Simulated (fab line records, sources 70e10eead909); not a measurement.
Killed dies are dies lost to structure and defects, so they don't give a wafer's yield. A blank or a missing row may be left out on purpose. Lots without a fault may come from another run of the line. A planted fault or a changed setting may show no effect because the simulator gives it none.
Chamber matching | flow nand_harc | NHARC_A_WL_FILL_ETCHBACK_26 on rie_si-06: 4 sister chambers
The step etches the open film in HBr, target depth 52 nm, time 13.3 s. 8 wafers are shown with their chamber, then 9 later ones without.

WAFERS WITH THEIR CHAMBER
wafer  | chamber | oes_product_au (a.u.) | chamber_pressure_mTorr (mTorr)
L078.6 | 2       | 0.981                 | 14.975
L079.2 | 1       | 1.014                 | 14.993
L082.1 | 0       | 1.016                 | 15.007
L082.2 | 3       | 0.997                 | 14.992
L082.5 | 2       | 0.968                 | 14.993
L083.2 | 0       | 1.004                 | 14.991
L083.4 | 3       | 1.000                 | 14.990
L083.5 | 1       | 1.006                 | 14.986

WAFERS WITHOUT THEIR CHAMBER
wafer  | oes_product_au (a.u.) | chamber_pressure_mTorr (mTorr)
L090.2 | 0.993                 | 14.977
L090.3 | 0.997                 | 14.986
L090.6 | 0.999                 | 14.994
L094.1 | 1.003                 | 15.037
L094.3 | 0.980                 | 14.988
L094.4 | 0.990                 | 14.999
L095.3 | 1.000                 | 14.988
L095.5 | 1.000                 | 14.996
L095.6 | 0.991                 | 15.001

WHICH CHAMBER EACH WENT THROUGH
wafer  | from the rows above               | in truth
L090.2 | can't be placed: 3 or 2 or 1 or 0 | 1
L090.3 | can't be placed: 3 or 1 or 0      | 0
L090.6 | can't be placed: 3 or 1 or 0      | 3
L094.1 | can't be placed: 0 or 3 or 1      | 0
L094.3 | can't be placed: 2 or 3           | 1
L094.4 | can't be placed: 3 or 2 or 0 or 1 | 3
L095.3 | can't be placed: 3 or 1 or 0      | 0
L095.5 | can't be placed: 3 or 0 or 1      | 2
L095.6 | can't be placed: 3 or 0 or 1 or 2 | 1
Placed correctly: 0 of 9. Can't be placed from these rows: 9 (the true chamber is among the candidates in 7). Placed wrongly: 0.
How it was worked out, from the rows above alone: a wafer's distance from a chamber is the root of the sum, over the readings, of the square of ((its reading less the chamber's mean) divided by the reading's scatter). The wafer belongs to the nearest chamber; if the next one is less than 2 further off, it can't be placed. A chamber's mean is the mean of its shown wafers. The scatter: the root of (the sum of the squares of (reading less its chamber's mean) over the shown wafers, divided by (wafers less chambers)).
